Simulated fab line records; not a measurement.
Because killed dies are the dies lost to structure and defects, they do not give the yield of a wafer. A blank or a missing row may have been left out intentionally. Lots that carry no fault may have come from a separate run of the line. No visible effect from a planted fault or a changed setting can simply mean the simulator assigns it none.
Comparing a struck lot with a sound one / flow n5_finfet / 23 steps out of a route of 1938
Sound: the wafers L688.1, L688.2, L688.5. Wafers struck: L697.1, L697.3, L697.6. The cause comes at the end.
Order at every step that has rows: each side's tool, ch and its chambers, its first start. Under that, the readings that differ: sound wafers / struck wafers / difference of the means / sigmas: that difference in standard deviations of wafers without a fault.
alike: a reading whose means differ by less than 2 such deviations, as well as words and numbers matching on both sides. not compared: withheld readings; readings where some wafer has no value; bounds like >300 that might hide an equal value; numbers whose values overlap and for which the record gives no deviation.
The two part at a step that has a row with sigmas, a row that says differs or no value, or rows on one side only. Numbers that have no deviation but don't overlap get no sigmas and don't part them. A reading that every wafer of one side lacks parts them only if that side has two wafers or more.

first, 9 steps without rows for these wafers: N5_BEOL_M12_EXPOSE_07 (exposes mask V11); N5_BEOL_M12_PEB_08 (peb time 90 s); N5_BEOL_M12_DEVELOP_09 (develop time 45 s); N5_BEOL_M12_HARDBAKE_14 (time 120 s); N5_BEOL_M12_DESCUM_15 (chemistry O2, time 7.9 s); N5_BEOL_M12_ETCH_59 (etches BARC in N2/H2, target depth 89 nm, overetch 26.7 nm, time 67.9 s); N5_BEOL_M12_VIA_ETCH_16 (etches SiOC in C4F8/O2/Ar, target depth 724.8 nm); N5_BEOL_M12_STRIP_63 (strips in N2/H2); N5_BEOL_M12_STRIP_64 (strips in N2/H2).
N5_BEOL_M12_STRIP_71: strips in post etch residue remover, time 60 s.
  sound on wet_bench-01 ch 2,3,4, day 11 04:57; struck on wet_bench-01 ch 0,5,7, day 14 07:56
then, 10 steps without rows for these wafers: N5_BEOL_M12_SRD_72 (time 30 s, dry time 30 s); N5_BEOL_M12_COAT_65 (time 60 s, resist thk 300 nm); N5_BEOL_M12_COAT_66 (time 60 s, resist thk 110 nm); N5_BEOL_M12_COAT_22 (resist thk 300 nm); N5_BEOL_M12_EBR_24; N5_BEOL_M12_SOFTBAKE_23 (time 60 s); N5_BEOL_M12_EXPOSE_25 (exposes mask M12); N5_BEOL_M12_PEB_26 (peb time 90 s); N5_BEOL_M12_DEVELOP_27 (develop time 45 s); N5_BEOL_M12_HARDBAKE_32 (time 120 s).
N5_BEOL_M12_INSPECT_30: inspects for defects (macro).
  sound on defect_inspect-01, day 11 05:23; struck on defect_inspect-02, day 14 08:30
reading=raw_defect_count; sound=0 2 1; struck=278 256 263; difference=+265; sigmas=+99 or more
then, 1 step without rows for these wafers: N5_BEOL_M12_DESCUM_33 (chemistry O2, time 7.9 s).
N5_PASSIVATION_PROBE_49:
  sound on prober-02, day 12 17:14; struck on prober-02, day 15 23:08
reading=defect_limited_yield (%); sound=93.5 92.6 90.7; struck=85.5 83.0 85.4; difference=-7.6; sigmas=-5
reading=killed_at_M4_up; sound=12 12 19; struck=94 107 99; difference=+86; sigmas=+16
reading=killed_dies; sound=77 87 110; struck=171 201 172; difference=+90; sigmas=+5
reading=sort_bin_5_function (%); sound=3.5 4.6 5.2; struck=9.4 9.8 8.7; difference=+4.9; sigmas=+5
reading=sort_n_pass; sound=1103 1093 1070; struck=1009 979 1008; difference=-90; sigmas=-5
reading=sort_yield_pct (%); sound=93.5 92.6 90.7; struck=85.5 83.0 85.4; difference=-7.6; sigmas=-5
  alike: killed_at_M0_to_M3, killed_at_contacts, killed_at_front_end, killed_at_other, killed_open, killed_short, sort_bin_6_memory

WHERE THEY PART
At N5_BEOL_M12_INSPECT_30 first; at N5_PASSIVATION_PROBE_49 last (within this record only).

WHY: what had been put in by the simulator
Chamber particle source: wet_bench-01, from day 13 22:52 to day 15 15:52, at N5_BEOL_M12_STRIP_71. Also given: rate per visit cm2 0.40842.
